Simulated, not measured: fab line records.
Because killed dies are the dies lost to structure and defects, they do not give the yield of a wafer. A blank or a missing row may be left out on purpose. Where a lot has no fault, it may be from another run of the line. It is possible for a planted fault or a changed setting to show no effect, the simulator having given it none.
Which tool was responsible? -- flow n5 finfet -- 22 lots, 66 wafers sampled, at 1 step of a route of 1938

== WHAT THE GAUGES READ, wafer by wafer ==
N5_WELL_APT_INSPECT_10: inspects for defects (macro).
lot,measured,on,raw defect count
L074,day 1 13:48,defect inspect-02,2 2 0
L075,day 1 20:15,defect inspect-01,2 2 5
L077,day 2 07:49,defect inspect-01,2 2 7
L078,day 2 13:55,defect inspect-02,0 2 2
L079,day 2 19:46,defect inspect-01,1 2 1
L080,day 3 01:53,defect inspect-01,2 2 3
L081,day 3 07:52,defect inspect-01,2 2 3
L082,day 3 13:52,defect inspect-02,1 0 1
L083,day 3 20:00,defect inspect-01,1 1 0
L084,day 4 01:55,defect inspect-02,4 2 0
L085,day 4 07:58,defect inspect-01,2 3 2
L086,day 4 13:46,defect inspect-02,0 5 1
L087,day 4 20:11,defect inspect-01,3 0 1
L088,day 5 01:44,defect inspect-01,0 6 0
L089,day 5 07:44,defect inspect-01,2 0 2
L090,day 5 13:58,defect inspect-02,4 1 1
L091,day 5 19:52,defect inspect-01,4 3 4
L092,day 6 01:52,defect inspect-02,3 4 2
L093,day 6 07:37,defect inspect-02,3 0 5
L094,day 6 13:44,defect inspect-01,6 1 2
L096,day 7 02:25,defect inspect-02,2 3 1
L097,day 7 07:44,defect inspect-02,3 1 5

== TOOL THAT RAN EACH LOT (tool first, then ch and the chambers of the sampled wafers, then the start) ==
There is no process step in the record ahead of these readings.

== WHAT THE TOOLS THEMSELVES READ (means of the sampled wafers that have a number; where no wafer has one, the mark that the record gives instead) ==
The record holds no such reading with a usual standard deviation.

== THE ANSWER, worked out from the rows above alone ==
Rule: the lots themselves supply what counts as usual. Put in order of their means at a reading, lots are off if they are a third of the lots or fewer, leave a main group of 4 or more, and stand apart from it by a gap of 3 or more times the standard deviation of the main group's means; of several such gaps the widest counts. A main group is skipped when, at the precision printed for the reading in the tables above, its means are all equal. A lot without any number at a reading at which 4 lots or more have one is off too. Where the step has rows for the other lots, those lots are counted as sound. After the gauges, taken in route order, come the tools' own readings; for these a lot's mean is taken, as printed above. The first step at which some lot is off is used, and at that step the reading that is off furthest; a lot without a number counts as furthest.
Nothing can be told from this: no lot is off at any reading shown.

== WHAT WAS PUT IN BY THE SIMULATOR ==
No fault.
